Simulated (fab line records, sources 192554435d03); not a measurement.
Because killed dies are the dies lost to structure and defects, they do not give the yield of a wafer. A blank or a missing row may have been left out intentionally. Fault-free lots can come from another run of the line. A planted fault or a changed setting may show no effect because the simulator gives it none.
Which tool was responsible? -- flow n5 finfet -- 22 lots, 66 wafers sampled, at 4 steps of a route of 1938

## WHAT EACH GAUGE READ, for each wafer
N5_HKMG_FIN_INSPECT_28: inspects for defects (darkfield). Usual: raw defect count at 42, with a standard deviation of 17.
lot,measured,on,raw defect count,flag
L075,day 4 20:02,defect inspect-02,25 44 57,
L076,day 5 02:55,defect inspect-01,29 22 52,
L077,day 5 03:19,defect inspect-01,32 28 31,
L078,day 5 13:28,defect inspect-02,32 50 72,
L079,day 5 18:05,defect inspect-02,28 22 30,
L080,day 6 01:12,defect inspect-02,28 37 30,
L081,day 6 05:39,defect inspect-01,26 46 41,
L083,day 6 15:55,defect inspect-02,22 38 38,
L082,day 6 17:26,defect inspect-02,37 32 52,
L084,day 7 01:00,defect inspect-02,21 19 16,
L085,day 7 08:22,defect inspect-02,28 30 39,
L086,day 7 13:18,defect inspect-02,23 39 44,
L087,day 7 13:49,defect inspect-01,37 54 34,
L088,day 7 21:34,defect inspect-01,78 40 47,
L089,day 8 00:45,defect inspect-01,39 81 32,
L090,day 8 14:47,defect inspect-01,38 44 44,
L091,day 8 16:16,defect inspect-01,22 40 30,
L092,day 8 21:44,defect inspect-02,45 55 84,
L093,day 9 03:06,defect inspect-02,50 50 30,
L094,day 9 07:32,defect inspect-01,34 41 61,
L096,day 9 21:26,defect inspect-01,66 67 61,
L097,day 10 02:21,defect inspect-02,87 96 56,

## TOOL THAT RAN EACH LOT (tool first, then ch and the chambers of the sampled wafers, then the start)
lot,N5_HKMG_FIN_CVD_62,N5_HKMG_FIN_DESCUM_17,N5_HKMG_FIN_ALD_91
L075,"thermal cvd si-02 ch 0,1, day 4 13:57","rie diel-06 ch 0,1, day 4 15:35","ald metal-01 ch 0,1,3, day 4 16:37"
L076,"thermal cvd si-01 ch 0,1, day 4 20:39","rie diel-06 ch 0,2, day 4 22:18","ald metal-02 ch 0,3, day 4 23:17"
L077,"thermal cvd si-02 ch 0,1, day 4 21:13","rie diel-01 ch 1,2,3, day 4 22:54","ald metal-03 ch 0,1,2, day 4 23:53"
L078,"thermal cvd si-01 ch 0,1, day 5 07:19","rie diel-03 ch 1,2, day 5 09:05","ald metal-01 ch 0,1,2, day 5 10:04"
L079,"thermal cvd si-02 ch 0,1, day 5 11:46","rie diel-01 ch 0,1,3, day 5 13:24","ald metal-01 ch 0,2, day 5 14:22"
L080,"thermal cvd si-01 ch 0,1,2, day 5 19:08","rie diel-01 ch 0,2,3, day 5 20:48","ald metal-02 ch 0,1,3, day 5 21:47"
L081,"thermal cvd si-02 ch 0,1,2, day 5 23:26","rie diel-03 ch 1,2,3, day 6 01:11","ald metal-01 ch 1,2,3, day 6 02:10"
L083,"thermal cvd si-01 ch 0,1,2, day 6 09:21","rie diel-01 ch 1,2,3, day 6 11:11","ald metal-01 ch 0,1,3, day 6 12:10"
L082,"thermal cvd si-02 ch 1,2, day 6 11:12","rie diel-03 ch 0,3, day 6 12:46","ald metal-03 ch 1,2,3, day 6 13:45"
L084,"thermal cvd si-01 ch 0,1,2, day 6 18:37","rie diel-03 ch 0,2, day 6 20:37","ald metal-01 ch 1,3, day 6 21:36"
L085,"thermal cvd si-02 ch 0,1, day 7 01:33","rie diel-03 ch 1,2, day 7 03:52","ald metal-03 ch 0,1,3, day 7 04:50"
L086,"thermal cvd si-01 ch 0,1, day 7 06:31","rie diel-06 ch 0,1,2, day 7 08:55","ald metal-01 ch 1,3, day 7 09:53"
L087,"thermal cvd si-02 ch 1,2, day 7 07:08","rie diel-01 ch 0,1,2, day 7 09:24","ald metal-03 ch 0,1,3, day 7 10:23"
L088,"thermal cvd si-01 ch 0,2, day 7 15:00","rie diel-01 ch 1,3, day 7 16:56","ald metal-01 ch 1,2,3, day 7 17:55"
L089,"thermal cvd si-02 ch 0,1,2, day 7 18:46","rie diel-06 ch 1,2,3, day 7 20:21","ald metal-03 ch 0,1,3, day 7 21:20"
L090,"thermal cvd si-01 ch 1,2, day 8 07:14","rie diel-06 ch 1,3, day 8 10:07","ald metal-01 ch 0,2, day 8 11:06"
L091,"thermal cvd si-02 ch 0,2, day 8 08:19","rie diel-06 ch 0,1,3, day 8 11:48","ald metal-02 ch 0,2,3, day 8 12:47"
L092,"thermal cvd si-01 ch 0,1,2, day 8 15:29","rie diel-01 ch 1,2,3, day 8 17:08","ald metal-03 ch 0,1,2, day 8 18:07"
L093,"thermal cvd si-02 ch 0,1,2, day 8 20:49","rie diel-06 ch 1,2,3, day 8 22:37","ald metal-03 ch 0,1,2, day 8 23:36"
L094,"thermal cvd si-01 ch 0,2, day 9 01:28","rie diel-03 ch 1,3, day 9 03:03","ald metal-01 ch 0,1,2, day 9 04:02"
L096,"thermal cvd si-01 ch 0,1, day 9 15:17","rie diel-06 ch 1,2,3, day 9 16:56","ald metal-01 ch 0,1,2, day 9 17:55"
L097,"thermal cvd si-02 ch 1,2, day 9 20:10","rie diel-06 ch 1,2, day 9 21:47","ald metal-01 ch 0,1,3, day 9 22:47"
- N5_HKMG_FIN_CVD_62: deposits a-Si from Si2H6, target thk 3 nm, time 20.8 s.
- N5_HKMG_FIN_DESCUM_17: chemistry O2, time 7.9 s.
- N5_HKMG_FIN_ALD_91: deposits TiN, target thk 1 nm, pulse time 1 s, purge time 3 s.

## WHAT THE TOOLS THEMSELVES READ (means of the sampled wafers that have a number; where no wafer has one, the mark that the record gives instead)
N5_HKMG_FIN_CVD_62. Usual: chamber pressure Torr 1.0003 Torr, standard deviation 0.0022; heater power w 1310 W, standard deviation 120.
lot,tool,chamber pressure Torr (Torr),heater power w (W),flag
L075,thermal cvd si-02,0.9997,1437,
L076,thermal cvd si-01,0.9995,1292,
L077,thermal cvd si-02,1.0009,1446,
L078,thermal cvd si-01,0.9997,1299,
L079,thermal cvd si-02,0.9985,1425,
L080,thermal cvd si-01,1.0023,1234,
L081,thermal cvd si-02,0.9999,1377,
L083,thermal cvd si-01,1.0003,1233,
L082,thermal cvd si-02,1.0014,1424,
L084,thermal cvd si-01,1.0009,1237,
L085,thermal cvd si-02,1.0041,1459,
L086,thermal cvd si-01,1.0004,1320,
L087,thermal cvd si-02,1.0003,1384,
L088,thermal cvd si-01,1.0000,1247,
L089,thermal cvd si-02,1.0002,1369,
L090,thermal cvd si-01,1.0030,1177,
L091,thermal cvd si-02,0.9998,1271,
L092,thermal cvd si-01,0.9976,1231,
L093,thermal cvd si-02,1.0008,1378,
L094,thermal cvd si-01,1.0010,1252,
L096,thermal cvd si-01,1.0007,1229,
L097,thermal cvd si-02,0.9999,1384,

N5_HKMG_FIN_DESCUM_17. Usual: drypump motor current A 5.9 A, standard deviation 0.53; oes product au 0.85 a.u., standard deviation 0.064; rf fwd power W 49.33 W, standard deviation 0.21; rf vpp V 243.5 V, standard deviation 1.5; showerhead plenum p Torr 2.12 Torr, standard deviation 0.071; throttle valve pct 20.44 %, standard deviation 0.28.
lot,tool,drypump motor current A (A),oes product au (a.u.),rf fwd power W (W),rf vpp V (V),showerhead plenum p Torr (Torr),throttle valve pct (%),flag
L075,rie diel-06,6.1,0.92,49.16,244.8,2.19,20.05,
L076,rie diel-06,6.0,0.85,49.34,243.9,2.14,20.08,
L077,rie diel-01,5.9,0.91,49.34,243.2,2.09,20.58,
L078,rie diel-03,6.0,0.80,49.29,242.2,2.04,20.54,
L079,rie diel-01,5.6,0.88,49.45,242.6,2.10,20.51,
L080,rie diel-01,5.6,0.87,49.39,243.9,2.12,20.36,
L081,rie diel-03,5.8,0.83,49.40,243.0,2.11,20.58,
L083,rie diel-01,6.0,0.87,49.45,242.7,2.09,20.61,
L082,rie diel-03,5.4,0.92,49.49,244.5,2.19,20.46,
L084,rie diel-03,5.7,0.85,49.20,242.2,2.05,20.38,
L085,rie diel-03,6.3,0.79,49.42,242.9,2.07,20.71,
L086,rie diel-06,5.7,0.83,49.21,243.1,2.12,20.31,
L087,rie diel-01,5.8,0.88,49.53,243.9,2.09,20.47,
L088,rie diel-01,5.7,0.84,49.48,243.4,2.08,20.69,
L089,rie diel-06,5.9,0.84,49.14,243.8,2.12,20.47,
L090,rie diel-06,6.1,0.87,49.05,244.4,2.16,20.44,
L091,rie diel-06,6.3,0.87,49.24,243.5,2.18,20.24,
L092,rie diel-01,5.9,0.85,49.34,243.3,2.08,20.62,
L093,rie diel-06,5.9,0.83,49.11,242.1,2.12,20.49,
L094,rie diel-03,6.1,0.81,49.56,243.7,2.14,20.76,
L096,rie diel-06,5.9,0.82,49.15,244.2,2.12,20.50,
L097,rie diel-06,5.3,0.76,49.05,242.7,2.05,20.61,

N5_HKMG_FIN_ALD_91. Usual: chamber pressure Torr 3.000 Torr, standard deviation 0.0063; heater power w 876 W, standard deviation 74; precursor pulse height rel 1.001, standard deviation 0.02.
lot,tool,chamber pressure Torr (Torr),heater power w (W),precursor pulse height rel,flag
L075,ald metal-01,2.996,848,1.032,
L076,ald metal-02,2.997,892,0.979,
L077,ald metal-03,3.006,935,1.008,
L078,ald metal-01,3.000,845,1.001,
L079,ald metal-01,3.003,835,1.007,
L080,ald metal-02,3.005,835,1.010,
L081,ald metal-01,3.005,836,0.999,
L083,ald metal-01,3.003,847,0.988,
L082,ald metal-03,2.998,895,1.015,
L084,ald metal-01,3.002,856,1.004,
L085,ald metal-03,3.003,958,1.005,
L086,ald metal-01,2.996,870,0.988,
L087,ald metal-03,3.000,966,1.010,
L088,ald metal-01,3.000,862,0.996,
L089,ald metal-03,2.993,962,1.005,
L090,ald metal-01,2.996,834,0.998,
L091,ald metal-02,2.996,873,1.015,
L092,ald metal-03,3.002,923,0.997,
L093,ald metal-03,3.006,933,0.986,
L094,ald metal-01,2.999,843,0.994,
L096,ald metal-01,3.000,844,0.997,
L097,ald metal-01,2.998,858,1.001,

## THE ANSWER, worked out from the rows above alone
Rule: a lot is off if the mean of its wafers that have a number lies more than 3 standard deviations from the usual mean. A lot without any number at a reading at which 4 lots or more have one is off too. Where the step has rows for the other lots, those lots are counted as sound. Order of review: gauges by route order, followed by the tools' own readings, for which a lot's mean as printed above is used. At the first step where some lot is off, the reading lying furthest off is the one used; lots without a number count as furthest.
Across all readings shown, no lot is off: no conclusion can be drawn from this.

## WHAT HAD BEEN PUT IN BY THE SIMULATOR
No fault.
